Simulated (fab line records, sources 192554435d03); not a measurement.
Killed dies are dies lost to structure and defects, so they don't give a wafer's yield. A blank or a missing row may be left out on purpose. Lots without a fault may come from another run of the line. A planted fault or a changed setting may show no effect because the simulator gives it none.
Which tool did it? | flow n5_finfet | 9 lots, 25 wafers sampled, at 5 steps of a route of 1938

WHAT THE GAUGES READ, wafer by wafer
N5_BEOL_M4_RC_MEAS_101. Usual: DIBL_N 36.3 mV/V, standard deviation 1.6; DIBL_P 36.5 mV/V, standard deviation 1.6; IOFF_N 0.163 nA/um, standard deviation 0.026; IOFF_P 0.22 nA/um, standard deviation 0.033; ION_N 676 uA/um, standard deviation 9.9; ION_P 464 uA/um, standard deviation 6.5; SS_N 71.5 mV/dec, standard deviation 0.5; SS_P 73.3 mV/dec, standard deviation 0.64; VT_N 249.3 mV, standard deviation 2.9; VT_P -250 mV, standard deviation 3.2.
lot  | measured     | on        | DIBL_N (mV/V)  | DIBL_P (mV/V)  | IOFF_N (nA/um)    | IOFF_P (nA/um) | ION_N (uA/um) | ION_P (uA/um) | SS_N (mV/dec)  | SS_P (mV/dec)  | VT_N (mV)         | VT_P (mV)      | flag
L724 | day 9 08:17  | prober-02 | 36.5 38.0 35.6 | 35.4 37.1 34.9 | 0.157 0.188 0.149 | 0.23 0.26 0.22 | 674 685 695   | 461 476 479   | 72.0 72.2 71.3 | 72.8 73.8 73.0 | 251.4 244.5 246.2 | -249 -245 -246 |
L725 | day 9 08:10  | prober-01 | 34.8 33.5 34.9 | 36.6 34.8 36.3 | 0.169 0.140 0.165 | 0.20 0.17 0.20 | 691 672 692   | 466 467 471   | 71.5 71.0 70.9 | 73.7 72.9 74.6 | 249.6 250.4 247.7 | -250 -251 -251 |
L729 | day 10 09:20 | prober-01 | 35.7 37.3      | 35.8 36.8      | 0.142 0.167       | 0.25 0.27      | 662 666       | 470 473       | 70.8 72.1      | 73.1 73.3      | 251.3 248.1       | -244 -246      |
L730 | day 10 19:34 | prober-01 | 34.2           | 35.9           | 0.142             | 0.18           | 682           | 464           | 71.1           | 72.5           | 249.9             | -250           |
L731 | day 10 19:16 | prober-02 | 39.4           | 38.2           | 0.235             | 0.28           | 689           | 469           | 72.1           | 74.2           | 242.8             | -246           |
L736 | day 12 06:45 | prober-02 | 37.3 36.9 36.6 | 36.9 36.7 36.5 | 0.188 0.187 0.175 | 0.22 0.22 0.21 | 682 675 680   | 458 459 461   | 72.1 72.5 72.1 | 73.1 73.4 72.7 | 246.8 244.9 248.3 | -248 -250 -249 |
L738 | day 12 13:53 | prober-01 | 36.2 35.1 35.8 | 36.7 35.2 36.3 | 0.152 0.132 0.154 | 0.19 0.17 0.18 | 667 659 683   | 455 454 461   | 71.4 71.5 71.4 | 73.9 73.3 73.4 | 250.6 254.4 250.6 | -255 -253 -256 |
L744 | day 14 04:17 | prober-01 | 36.0 34.9 35.7 | 37.1 35.2 36.3 | 0.169 0.145 0.164 | 0.22 0.19 0.22 | 669 662 672   | 465 456 462   | 71.8 71.6 71.7 | 73.4 73.5 73.8 | 249.5 252.3 250.3 | -250 -251 -248 |
L745 | day 14 08:29 | prober-01 | 36.3 36.5 38.5 | 35.8 35.5 39.0 | 0.173 0.165 0.217 | 0.24 0.23 0.30 | 681 671 696   | 463 462 473   | 71.5 72.0 72.0 | 73.2 74.0 74.1 | 246.1 247.7 243.8 | -246 -246 -245 |

WHICH TOOL RAN EACH LOT (tool, then ch and the chambers of the sampled wafers, then the start)
lot  | N5_MOL_CONTACT_COAG_CO_FILL_22  | N5_MOL_CONTACT_COAG_DESCUM_88      | N5_MOL_CONTACT_COAG_ETCH_89        | N5_MOL_CONTACT_COAG_ALD_131
L724 | cvd_co-02 ch 0,1,2, day 5 05:17 | rie_diel-04 ch 0,2,3, day 5 12:31  | rie_diel-04 ch 0,2,3, day 5 12:33  | ald_sin-03 ch 0,1,2, day 5 12:39
L725 | cvd_co-02 ch 0,2, day 5 09:57   | rie_diel-03 ch 2,3, day 5 16:16    | rie_diel-03 ch 2,3, day 5 16:17    | ald_sin-03 ch 0,2,3, day 5 17:31
L729 | cvd_co-02 ch 0, day 6 15:23     | rie_diel-01 ch 0,1,2, day 6 22:57  | rie_diel-01 ch 0,1,2, day 6 22:59  | ald_sin-03 ch 2,3, day 6 23:05
L730 | cvd_co-02 ch 0,2, day 6 16:15   | rie_diel-04 ch 0,2, day 6 23:35    | rie_diel-04 ch 0,2, day 6 23:37    | ald_sin-03 ch 0,3, day 6 23:43
L731 | cvd_co-02 ch 0,2, day 6 23:16   | rie_diel-03 ch 2, day 7 05:53      | rie_diel-03 ch 2, day 7 05:55      | ald_sin-03 ch 1,3, day 7 06:01
L736 | cvd_co-02 ch 0,2, day 8 09:29   | rie_diel-03 ch 0,1,3, day 8 18:59  | rie_diel-03 ch 0,1,3, day 8 19:01  | ald_sin-01 ch 0,2,3, day 8 19:07
L738 | cvd_co-01 ch 0,1,2, day 8 21:49 | rie_diel-04 ch 1,2,3, day 9 05:00  | rie_diel-04 ch 1,2,3, day 9 05:02  | ald_sin-02 ch 1,2,3, day 9 05:08
L744 | cvd_co-02 ch 0,1, day 10 05:39  | rie_diel-03 ch 0,3, day 10 12:58   | rie_diel-03 ch 0,3, day 10 13:00   | ald_sin-02 ch 0,1,3, day 10 13:07
L745 | cvd_co-02 ch 0,1, day 10 14:55  | rie_diel-01 ch 0,1,2, day 11 01:21 | rie_diel-01 ch 0,1,2, day 11 01:23 | ald_sin-02 ch 2,3, day 11 01:29
- N5_MOL_CONTACT_COAG_CO_FILL_22: material Co, precursor CCTBA/H2, target thk 20 nm.
- N5_MOL_CONTACT_COAG_DESCUM_88: chemistry O2, time 7 s.
- N5_MOL_CONTACT_COAG_ETCH_89: etches underlayer in N2/H2, target depth 13 nm, time 10.4 s.
- N5_MOL_CONTACT_COAG_ALD_131: deposits SiO2, target thk 5 nm, pulse time 1 s, co reactant pulse time 1 s.

WHAT THE TOOLS THEMSELVES READ (means of the sampled wafers that have a number; where no wafer has one, the mark that the record gives instead)
N5_MOL_CONTACT_COAG_CO_FILL_22. Usual: heater_power_w 237 W, standard deviation 22.
lot  | tool      | heater_power_w (W) | flag
L724 | cvd_co-02 | 241                |
L725 | cvd_co-02 | 246                |
L729 | cvd_co-02 | 248                |
L730 | cvd_co-02 | 242                |
L731 | cvd_co-02 | 244                |
L736 | cvd_co-02 | 244                |
L738 | cvd_co-01 | 231                |
L744 | cvd_co-02 | 247                |
L745 | cvd_co-02 | 248                |

N5_MOL_CONTACT_COAG_DESCUM_88. Usual: bias_power_w 20.01 W, standard deviation 0.058; drypump_motor_current_A 5.8 A, standard deviation 0.34; oes_product_au 0.81 a.u., standard deviation 0.077; rf_vpp_V 243.4 V, standard deviation 1.6; showerhead_plenum_p_Torr 2.11 Torr, standard deviation 0.08; throttle_valve_pct 20.44 %, standard deviation 0.26.
lot  | tool        | bias_power_w (W) | drypump_motor_current_A (A) | oes_product_au (a.u.) | rf_vpp_V (V) | showerhead_plenum_p_Torr (Torr) | throttle_valve_pct (%) | flag
L724 | rie_diel-04 | 20.03            | 5.6                         | 0.86                  | 245.1        | 2.15                            | 20.41                  |
L725 | rie_diel-03 | 20.02            | 5.8                         | 0.79                  | 242.2        | 2.07                            | 20.65                  |
L729 | rie_diel-01 | 19.97            | 6.1                         | 0.75                  | 242.7        | 2.07                            | 20.33                  |
L730 | rie_diel-04 | 20.02            | 5.5                         | 0.81                  | 243.6        | 2.10                            | 20.41                  |
L731 | rie_diel-03 | 19.99            | 5.5                         | 0.78                  | 245.2        | 2.20                            | 20.84                  |
L736 | rie_diel-03 | 20.04            | 5.8                         | 0.89                  | 241.8        | 2.03                            | 20.28                  |
L738 | rie_diel-04 | 19.96            | 5.8                         | 0.81                  | 244.7        | 2.19                            | 20.52                  |
L744 | rie_diel-03 | 19.95            | 5.6                         | 0.80                  | 242.7        | 2.01                            | 20.51                  |
L745 | rie_diel-01 | 19.99            | 6.1                         | 0.72                  | 242.3        | 2.05                            | 20.39                  |

N5_MOL_CONTACT_COAG_ETCH_89. Usual: drypump_motor_current_A 5.8 A, standard deviation 0.35; etch_rf_on_time_s 10.37 s, standard deviation 0.18; oes_product_au 0.69 a.u., standard deviation 0.065; rf_vpp_V 524.3 V, standard deviation 2.9; showerhead_plenum_p_Torr 2.56 Torr, standard deviation 0.098; throttle_valve_pct 17.86 %, standard deviation 0.25.
lot  | tool        | drypump_motor_current_A (A) | etch_rf_on_time_s (s) | oes_product_au (a.u.) | rf_vpp_V (V) | showerhead_plenum_p_Torr (Torr) | throttle_valve_pct (%) | flag
L724 | rie_diel-04 | 5.6                         | 10.32                 | 0.72                  | 525.2        | 2.61                            | 17.79                  |
L725 | rie_diel-03 | 5.8                         | 10.32                 | 0.67                  | 523.5        | 2.52                            | 18.11                  |
L729 | rie_diel-01 | 6.1                         | 10.29                 | 0.64                  | 521.8        | 2.50                            | 17.75                  |
L730 | rie_diel-04 | 5.5                         | 10.43                 | 0.69                  | 523.8        | 2.55                            | 17.81                  |
L731 | rie_diel-03 | 5.5                         | 10.36                 | 0.67                  | 526.8        | 2.66                            | 18.12                  |
L736 | rie_diel-03 | 5.8                         | 10.17                 | 0.76                  | 522.0        | 2.48                            | 17.78                  |
L738 | rie_diel-04 | 5.8                         | 10.46                 | 0.69                  | 528.2        | 2.67                            | 17.97                  |
L744 | rie_diel-03 | 5.6                         | 10.31                 | 0.69                  | 521.4        | 2.45                            | 18.04                  |
L745 | rie_diel-01 | 6.1                         | 10.55                 | 0.62                  | 521.8        | 2.49                            | 17.80                  |

N5_MOL_CONTACT_COAG_ALD_131. Usual: heater_power_w 79 W, standard deviation 8.5; precursor_pulse_height_rel 0.999, standard deviation 0.019.
lot  | tool       | heater_power_w (W) | precursor_pulse_height_rel | flag
L724 | ald_sin-03 | 78                 | 1.006                      |
L725 | ald_sin-03 | 80                 | 0.979                      |
L729 | ald_sin-03 | 80                 | 1.004                      |
L730 | ald_sin-03 | 81                 | 1.016                      |
L731 | ald_sin-03 | 74                 | 1.007                      |
L736 | ald_sin-01 | 84                 | 0.994                      |
L738 | ald_sin-02 | 75                 | 1.002                      |
L744 | ald_sin-02 | 77                 | 1.012                      |
L745 | ald_sin-02 | 84                 | 1.017                      |

THE ANSWER, worked out from the rows above alone
Rule: a lot is off if the mean of its wafers that have a number lies more than 3 standard deviations from the usual mean. A lot without any number at a reading at which 4 lots or more have one is off too. The other lots that the step has rows for count as sound. The gauges are gone through in route order, then the tools' own readings, and for those a lot's mean is taken as printed above. The first step at which some lot is off is used, and at that step the reading that is off furthest; a lot without a number counts as furthest.
No lot is off at any reading shown: from this, nothing can be told.

WHAT THE SIMULATOR HAD PUT IN
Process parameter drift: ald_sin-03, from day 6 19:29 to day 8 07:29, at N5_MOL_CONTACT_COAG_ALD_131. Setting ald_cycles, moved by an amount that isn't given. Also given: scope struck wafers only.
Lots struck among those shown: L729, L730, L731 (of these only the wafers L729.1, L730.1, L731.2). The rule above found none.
